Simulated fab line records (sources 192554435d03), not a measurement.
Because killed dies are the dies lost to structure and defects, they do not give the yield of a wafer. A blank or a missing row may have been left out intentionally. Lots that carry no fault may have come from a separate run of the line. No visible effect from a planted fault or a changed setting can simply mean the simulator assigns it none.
8D (eight disciplines) problem report, filled in by code ; flow n5-finfet ; the parts of the form that need people (team, actions taken, sign-off) are left out

1. PROBLEM STATEMENT
M3_ILD_THK at N5_BEOL_M3_THK_MEAS_01 reads a mean of 69.8 nm on 4 wafers of 2 lots; wafers without a fault read 79.3 nm with a standard deviation of 0.88. That puts it -11 standard deviations away from the usual mean.
First seen on wafer L925.4, day 10 04:37, on film-metro-02. Wafers with a number at this step in the record: 30, from 10 lots. Rule for "out" (also "out of limits"): further than 4 standard deviations from the usual mean. The other wafers with a number count as sound.

2. WHAT IT IS, WHAT IT ISN'T
question;is;is not
which readings at this step;M3_ILD_THK;-
which lots;L925, L926;L915, L916, L917, L919, L921, L929, L934, L935
which wafers of those lots;L925.4, L925.6, L926.4, L926.6;L925.5, L926.3
read on which gauges;film-metro-02;film-metro-01
when;from day 10 04:37;"up to then (16 sound wafers); but 10 sound wafers of L926, L929, L934, L935 came after"

3. THE SUSPECTS, EACH WITH WHAT RULES IT OUT
Counting: if a tool at a process step up to the reading ran every lot that is out, it stays a suspect. Sound lots after the first of them don't rule it out here, since some wafers of a struck lot are sound.
- the gauge at N5_BEOL_M3_THK_MEAS_01: kept. All the wafers that are out were read on film-metro-02, and no step on other tools shows them out.
- pecvd-03 at N5_BEOL_M3_ILD_DEP_00 (deposits SiOC from DEMS/O2, target thk 79 nm, time 15.3 s): kept. It processed each lot that is out (first: L925, day 10 04:34); up to then, its last sound lot is L919 (day 8 14:37).
The count leaves film-metro-02 at N5_BEOL_M3_THK_MEAS_01 and pecvd-03 at N5_BEOL_M3_ILD_DEP_00.

4. THE CAUSE (what the simulator had put in)
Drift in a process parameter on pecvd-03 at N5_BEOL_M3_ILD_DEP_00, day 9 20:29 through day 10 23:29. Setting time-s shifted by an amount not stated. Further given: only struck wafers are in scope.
Of the 2 suspects that counting leaves, this tool is one.

5. SEQUENCE OF EFFECTS, ordered by route
Each row: a reading whose mean over the struck wafers that have a number lies more than 3 standard deviations from the usual. Scope: only readings with a usual standard deviation given in the record; hours: median across lots of the time from each lot's start at the first step in this table that gives one to its start at this step; sigmas: change in usual standard deviations.
hours;step;reading;usual;on struck wafers;change;sigmas
0;N5_BEOL_M3_THK_MEAS_01;M3_ILD_THK;79.3 nm;69.8;-9.5;-11
Later measuring or inspecting steps at which every struck wafer that the step has a row for has a number for every such reading, and none has moved that far: N5_BEOL_M4_RC_MEAS_101.

6. WHAT WOULD HAVE CAUGHT IT SOONER
Counted from the fault's start at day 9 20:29, it took 8 hours until the first out-of-limits reading at a measuring or inspecting step in this record, taken at day 10 04:37.
No tool reading at N5_BEOL_M3_ILD_DEP_00 that has a usual standard deviation in the record was out on any struck wafer, so an alarm limit of 4 standard deviations on those readings would not have fired.
Among the 2 lots that are out, L926 began N5_BEOL_M3_ILD_DEP_00 on pecvd-03 after day 10 04:37. It would have been spared by a hold on the tool at that moment.
